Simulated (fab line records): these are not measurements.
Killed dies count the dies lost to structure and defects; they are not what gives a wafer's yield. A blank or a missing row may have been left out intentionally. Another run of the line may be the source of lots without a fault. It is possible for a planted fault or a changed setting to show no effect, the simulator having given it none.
What tool caused it?	flow nand-harc	24 lots, 72 wafers sampled, at 6 steps of a route of 1302

WHAT THE GAUGES SHOWED, per wafer
Not one reading of a measure or inspect step in the record can be checked against a usual standard deviation.

WHAT TOOL EACH LOT RAN ON (gives the tool, then ch and the chambers of the sampled wafers, and finally the start)
lot	NHARC_A_BLC_ALD_23	NHARC_A_M0_ANNEAL_30	NHARC_A_M1_DESCUM_14	NHARC_A_M1_PVD_21	NHARC_A_M1_ANNEAL_31	NHARC_A_M1_DEP_33
L074	ald-metal-04 ch 0,3, day 23 01:43	rtp-anneal-01 ch 0, day 23 05:41	rie-diel-03 ch 0,1, day 23 08:04	pvd-sputter-03, day 23 09:52 or earlier	rtp-anneal-01 ch 0, day 23 09:52	pecvd-01 ch 1,2, day 23 10:48
L077	ald-metal-01 ch 2,3, day 23 09:35	rtp-anneal-01 ch 0, day 23 13:25	rie-diel-05 ch 1,2,3, day 23 15:50	pvd-sputter-03, day 23 17:34 or earlier	rtp-anneal-01 ch 0, day 23 17:34	pecvd-01 ch 0,1, day 23 18:34
L075	ald-metal-04 ch 1,2, day 23 11:01	rtp-anneal-01 ch 0, day 23 14:53	rie-diel-05 ch 1,2,3, day 23 17:19	pvd-sputter-02, day 23 19:05 or earlier	rtp-anneal-01 ch 0, day 23 19:05	pecvd-01 ch 0,1,2, day 23 20:03
L076	ald-metal-03 ch 0,1,2, day 23 13:42	rtp-anneal-02 ch 0, day 23 17:32	rie-diel-03 ch 0,1,3, day 23 19:49	pvd-sputter-02, day 23 21:34 or earlier	rtp-anneal-01 ch 0, day 23 21:34	pecvd-04 ch 0,1, day 23 22:32
L078	ald-metal-03 ch 0,2,3, day 24 08:05	rtp-anneal-01 ch 0, day 24 11:56	rie-diel-02 ch 0,2,3, day 24 14:13	pvd-sputter-02, day 24 15:59 or earlier	rtp-anneal-01 ch 0, day 24 15:59	pecvd-04 ch 0,2, day 24 17:00
L079	ald-metal-04 ch 1,3, day 24 22:44	rtp-anneal-02 ch 0, day 25 02:41	rie-diel-03 ch 1,3, day 25 05:02	pvd-sputter-02, day 25 06:56 or earlier	rtp-anneal-01 ch 0, day 25 06:56	pecvd-01 ch 0,1, day 25 07:55
L080	ald-metal-04 ch 1,3, day 25 11:13	rtp-anneal-02 ch 0, day 25 15:15	rie-diel-05 ch 0,1,2, day 25 17:49	pvd-sputter-03, day 25 19:35 or earlier	rtp-anneal-02 ch 0, day 25 19:35	pecvd-04 ch 0,1, day 25 20:33
L081	ald-metal-03 ch 1,2,3, day 26 10:29	rtp-anneal-01 ch 0, day 26 14:29	rie-diel-02 ch 0,1,2, day 26 16:53	pvd-sputter-02, day 26 18:43 or earlier	rtp-anneal-02 ch 0, day 26 18:43	pecvd-01 ch 1,2, day 26 19:44
L082	ald-metal-04 ch 2,3, day 26 16:20	rtp-anneal-02 ch 0, day 26 20:19	rie-diel-03 ch 0,1,3, day 26 22:33	pvd-sputter-03, day 27 00:22 or earlier	rtp-anneal-01 ch 0, day 27 00:22	pecvd-02 ch 0,2, day 27 01:18
L083	ald-metal-01 ch 2,3, day 26 19:06	rtp-anneal-01 ch 0, day 26 23:01	rie-diel-05 ch 0,1, day 27 01:16	pvd-sputter-02, day 27 03:07 or earlier	rtp-anneal-02 ch 0, day 27 03:07	pecvd-04 ch 0,1,2, day 27 04:06
L084	ald-metal-04 ch 0,2,3, day 27 01:25	rtp-anneal-02 ch 0, day 27 05:22	rie-diel-02 ch 0,1,2, day 27 07:40	pvd-sputter-01, day 27 09:26 or earlier	rtp-anneal-02 ch 0, day 27 09:26	pecvd-02 ch 0,1,2, day 27 10:25
L086	ald-metal-01 ch 0,1,2, day 27 04:18	rtp-anneal-01 ch 0, day 27 08:18	rie-diel-05 ch 2,3, day 27 10:28	pvd-sputter-02, day 27 12:23 or earlier	rtp-anneal-01 ch 0, day 27 12:23	pecvd-01 ch 0,1,2, day 27 13:30
L085	ald-metal-04 ch 0,2, day 27 12:52	rtp-anneal-01 ch 0, day 27 16:43	rie-diel-02 ch 0,2, day 27 19:07	pvd-sputter-03, day 27 20:59 or earlier	rtp-anneal-01 ch 0, day 27 20:59	pecvd-02 ch 0,2, day 27 22:01
L088	ald-metal-03 ch 1,2, day 28 07:20	rtp-anneal-02 ch 0, day 28 11:47	rie-diel-03 ch 0,1,2, day 28 14:04	pvd-sputter-02, day 28 15:49 or earlier	rtp-anneal-01 ch 0, day 28 15:49	pecvd-01 ch 1,2, day 28 16:48
L089	ald-metal-03 ch 1,2, day 28 12:01	rtp-anneal-02 ch 0, day 28 15:59	rie-diel-03 ch 1,2,3, day 28 18:32	pvd-sputter-03, day 28 20:26 or earlier	rtp-anneal-02 ch 0, day 28 20:26	pecvd-04 ch 0,2, day 28 21:22
L087	ald-metal-04 ch 0,1, day 28 15:08	rtp-anneal-02 ch 0, day 28 19:09	rie-diel-02 ch 0,1,3, day 28 21:28	pvd-sputter-01, day 28 23:16 or earlier	rtp-anneal-02 ch 0, day 28 23:16	pecvd-01 ch 0,1,2, day 29 00:16
L091	ald-metal-01 ch 0,1,2, day 29 19:04	rtp-anneal-02 ch 0, day 29 23:07	rie-diel-05 ch 0,2, day 30 01:32	pvd-sputter-03, day 30 03:19 or earlier	rtp-anneal-01 ch 0, day 30 03:19	pecvd-02 ch 0,2, day 30 04:23
L090	ald-metal-04 ch 0,2,3, day 29 20:38	rtp-anneal-02 ch 0, day 30 00:30	rie-diel-05 ch 1,2, day 30 03:04	pvd-sputter-02, day 30 04:49 or earlier	rtp-anneal-01 ch 0, day 30 04:49	pecvd-02 ch 0,2, day 30 05:53
L092	ald-metal-04 ch 1,3, day 30 14:20	rtp-anneal-02 ch 0, day 30 18:13	rie-diel-02 ch 1,2, day 30 20:48	pvd-sputter-03, day 30 22:40 or earlier	rtp-anneal-01 ch 0, day 30 22:40	pecvd-04 ch 1,2, day 30 23:34
L093	ald-metal-03 ch 0,1,2, day 30 14:46	rtp-anneal-02 ch 0, day 30 18:39	rie-diel-03 ch 2,3, day 30 21:03	pvd-sputter-01, day 30 22:51 or earlier	rtp-anneal-02 ch 0, day 30 22:51	pecvd-01 ch 0,1, day 30 23:49
L095	ald-metal-03 ch 0,2, day 31 05:01	rtp-anneal-01 ch 0, day 31 08:59	rie-diel-05 ch 1,3, day 31 11:14	pvd-sputter-03, day 31 12:59 or earlier	rtp-anneal-02 ch 0, day 31 12:59	pecvd-01 ch 0,1, day 31 13:59
L094	ald-metal-04 ch 0,2,3, day 31 05:58	rtp-anneal-01 ch 0, day 31 09:55	rie-diel-03 ch 0,3, day 31 12:20	pvd-sputter-02, day 31 14:11 or earlier	rtp-anneal-02 ch 0, day 31 14:11	pecvd-01 ch 0,1,2, day 31 15:09
L097	ald-metal-04 ch 0,1, day 32 15:57	rtp-anneal-01 ch 0, day 32 19:45	rie-diel-02 ch 0,1,3, day 32 22:07	pvd-sputter-02, day 33 00:01 or earlier	rtp-anneal-02 ch 0, day 33 00:01	pecvd-02 ch 0,1,2, day 33 01:01
L096	ald-metal-01 ch 1,2,3, day 32 18:52	rtp-anneal-02 ch 0, day 32 22:47	rie-diel-02 ch 0,1, day 33 01:08	pvd-sputter-03, day 33 03:02 or earlier	rtp-anneal-01 ch 0, day 33 03:02	pecvd-01 ch 1,2, day 33 04:14
- NHARC_A_BLC_ALD_23: deposits TiN, target thk 3 nm, pulse time 1 s, ald cycles 150.
- NHARC_A_M0_ANNEAL_30: time 90 s.
- NHARC_A_M1_DESCUM_14: chemistry O2, time 3 s.
- NHARC_A_M1_PVD_21: deposits Cu, target thk 30 nm, time 20.49 s.
- NHARC_A_M1_ANNEAL_31: time 90 s.
- NHARC_A_M1_DEP_33: deposits SiCN, target thk 30 nm.

WHAT THE TOOLS THEMSELVES READ (means of the sampled wafers that have a number; where no wafer has one, the mark that the record gives instead)
NHARC_A_BLC_ALD_23. Usual: heater-power-w 1056 W, standard deviation 110; precursor-pulse-height-rel 1.002, standard deviation 0.022.
lot	tool	heater-power-w (W)	precursor-pulse-height-rel	flag
L074	ald-metal-04	1115	1.004	
L077	ald-metal-01	1148	0.994	
L075	ald-metal-04	897	0.995	
L076	ald-metal-03	1130	1.010	
L078	ald-metal-03	1106	1.023	
L079	ald-metal-04	1069	0.988	
L080	ald-metal-04	970	1.006	
L081	ald-metal-03	1074	1.007	
L082	ald-metal-04	1075	0.998	
L083	ald-metal-01	1127	0.997	
L084	ald-metal-04	1019	1.003	
L086	ald-metal-01	1114	1.003	
L085	ald-metal-04	1003	0.989	
L088	ald-metal-03	1072	0.993	
L089	ald-metal-03	1166	0.993	
L087	ald-metal-04	958	1.000	
L091	ald-metal-01	1128	0.989	
L090	ald-metal-04	1020	1.000	
L092	ald-metal-04	1008	1.010	
L093	ald-metal-03	1112	0.999	
L095	ald-metal-03	1176	1.012	
L094	ald-metal-04	1051	0.979	
L097	ald-metal-04	986	1.017	
L096	ald-metal-01	1151	1.012	

NHARC_A_M0_ANNEAL_30. Usual: 225.90 for wafer_temp_C_max, sd 0.24.
lot	tool	wafer_temp_C_max	flag
L074	rtp-anneal-01	225.96	
L077	rtp-anneal-01	225.97	
L075	rtp-anneal-01	225.95	
L076	rtp-anneal-02	225.92	
L078	rtp-anneal-01	225.98	
L079	rtp-anneal-02	225.87	
L080	rtp-anneal-02	225.83	
L081	rtp-anneal-01	226.08	
L082	rtp-anneal-02	225.70	
L083	rtp-anneal-01	225.84	
L084	rtp-anneal-02	225.85	
L086	rtp-anneal-01	226.00	
L085	rtp-anneal-01	225.88	
L088	rtp-anneal-02	225.79	
L089	rtp-anneal-02	225.70	
L087	rtp-anneal-02	225.81	
L091	rtp-anneal-02	225.84	
L090	rtp-anneal-02	225.68	
L092	rtp-anneal-02	225.83	
L093	rtp-anneal-02	225.86	
L095	rtp-anneal-01	226.27	
L094	rtp-anneal-01	226.14	
L097	rtp-anneal-01	225.96	
L096	rtp-anneal-02	225.83	

NHARC_A_M1_DESCUM_14. Usual: drypump-motor-current-A 5.7 A, standard deviation 0.51; mfc-ar-sccm 0.013 sccm, standard deviation 0.014; oes-product-au 0.995 a.u., standard deviation 0.0095; rf-vpp-V 57.8 V, standard deviation 0.84; showerhead-plenum-p-Torr 1.91 Torr, standard deviation 0.068; throttle-valve-pct 11.312 %, standard deviation 0.0098.
lot	tool	drypump-motor-current-A (A)	mfc-ar-sccm (sccm)	oes-product-au (a.u.)	rf-vpp-V (V)	showerhead-plenum-p-Torr (Torr)	throttle-valve-pct (%)	flag
L074	rie-diel-03	5.7	0.013	1.011	57.8	1.93	11.302	
L077	rie-diel-05	5.3	0.017	1.002	58.1	1.93	11.312	
L075	rie-diel-05	5.3	0.017	0.998	58.4	1.93	11.317	
L076	rie-diel-03	5.9	0.017	0.999	59.1	1.89	11.312	
L078	rie-diel-02	5.5	0.003	0.997	58.2	1.90	11.312	
L079	rie-diel-03	6.1	0.030	0.989	58.2	1.88	11.321	
L080	rie-diel-05	5.6	0.013	0.990	58.1	1.95	11.299	
L081	rie-diel-02	5.4	0.010	0.994	57.5	1.90	11.313	
L082	rie-diel-03	5.9	0.017	0.985	57.9	1.89	11.314	
L083	rie-diel-05	5.8	0.002	0.987	57.2	1.90	11.318	
L084	rie-diel-02	5.4	0.010	0.992	58.3	1.90	11.304	
L086	rie-diel-05	5.6	0.019	0.998	58.4	1.90	11.308	
L085	rie-diel-02	5.0	0.003	0.996	57.3	1.86	11.316	
L088	rie-diel-03	5.8	0.024	0.994	58.0	1.93	11.305	
L089	rie-diel-03	6.0	0.027	0.988	56.2	1.89	11.312	
L087	rie-diel-02	5.8	0.010	0.996	56.8	1.93	11.312	
L091	rie-diel-05	5.8	0.023	0.995	58.3	1.98	11.313	
L090	rie-diel-05	5.1	0.015	0.986	58.6	1.97	11.309	
L092	rie-diel-02	5.7	0.014	0.988	58.4	1.96	11.316	
L093	rie-diel-03	6.0	0.025	1.001	57.6	1.89	11.314	
L095	rie-diel-05	5.1	0.007	0.983	58.3	1.90	11.318	
L094	rie-diel-03	5.9	0.007	0.998	57.8	1.85	11.304	
L097	rie-diel-02	5.9	0.010	1.001	58.2	1.93	11.312	
L096	rie-diel-02	5.7	0.017	1.000	57.6	1.93	11.315	

NHARC_A_M1_PVD_21. Usual: 29.4 % for throttle-valve-pct, sd 0.93.
lot	tool	throttle-valve-pct (%)	flag
L074	pvd-sputter-03	29.3	
L077	pvd-sputter-03	29.1	
L075	pvd-sputter-02	28.8	
L076	pvd-sputter-02	29.2	
L078	pvd-sputter-02	29.7	
L079	pvd-sputter-02	28.3	
L080	pvd-sputter-03	29.7	
L081	pvd-sputter-02	29.6	
L082	pvd-sputter-03	29.8	
L083	pvd-sputter-02	29.5	
L084	pvd-sputter-01	30.8	
L086	pvd-sputter-02	28.8	
L085	pvd-sputter-03	29.0	
L088	pvd-sputter-02	29.0	
L089	pvd-sputter-03	29.2	
L087	pvd-sputter-01	31.0	
L091	pvd-sputter-03	29.6	
L090	pvd-sputter-02	28.7	
L092	pvd-sputter-03	28.9	
L093	pvd-sputter-01	31.3	
L095	pvd-sputter-03	28.5	
L094	pvd-sputter-02	29.5	
L097	pvd-sputter-02	29.8	
L096	pvd-sputter-03	28.3	

NHARC_A_M1_ANNEAL_31. Usual: 225.93 for wafer_temp_C_max, sd 0.23.
lot	tool	wafer_temp_C_max	flag
L074	rtp-anneal-01	225.88	
L077	rtp-anneal-01	226.00	
L075	rtp-anneal-01	226.30	
L076	rtp-anneal-01	226.02	
L078	rtp-anneal-01	226.13	
L079	rtp-anneal-01	225.88	
L080	rtp-anneal-02	225.87	
L081	rtp-anneal-02	225.65	
L082	rtp-anneal-01	225.73	
L083	rtp-anneal-02	225.85	
L084	rtp-anneal-02	225.96	
L086	rtp-anneal-01	226.15	
L085	rtp-anneal-01	225.90	
L088	rtp-anneal-01	225.83	
L089	rtp-anneal-02	225.63	
L087	rtp-anneal-02	225.87	
L091	rtp-anneal-01	225.84	
L090	rtp-anneal-01	226.05	
L092	rtp-anneal-01	225.85	
L093	rtp-anneal-02	225.95	
L095	rtp-anneal-02	225.97	
L094	rtp-anneal-02	225.72	
L097	rtp-anneal-02	225.74	
L096	rtp-anneal-01	226.06	

NHARC_A_M1_DEP_33. Usual: 550 W for heater-power-w, sd 61.
lot	tool	heater-power-w (W)	flag
L074	pecvd-01	535	
L077	pecvd-01	466	
L075	pecvd-01	515	
L076	pecvd-04	500	
L078	pecvd-04	512	
L079	pecvd-01	587	
L080	pecvd-04	482	
L081	pecvd-01	590	
L082	pecvd-02	567	
L083	pecvd-04	510	
L084	pecvd-02	587	
L086	pecvd-01	541	
L085	pecvd-02	554	
L088	pecvd-01	506	
L089	pecvd-04	521	
L087	pecvd-01	557	
L091	pecvd-02	604	
L090	pecvd-02	585	
L092	pecvd-04	467	
L093	pecvd-01	556	
L095	pecvd-01	553	
L094	pecvd-01	599	
L097	pecvd-02	598	
L096	pecvd-01	582	

THE ANSWER, worked out from the rows above alone
Rule: take the mean of a lot's wafers that have a number; if it is more than 3 standard deviations from the usual mean, the lot is off. A lot without any number at a reading at which 4 lots or more have one is off too. The other lots that the step has rows for count as sound. First the gauges in route order, then the tools' own readings, where a lot's mean is used as printed above. At the first step where some lot is off, the reading lying furthest off is the one used; lots without a number count as furthest.
No lot is off at any reading shown: from this, nothing can be told.

WHAT THE SIMULATOR PUT IN
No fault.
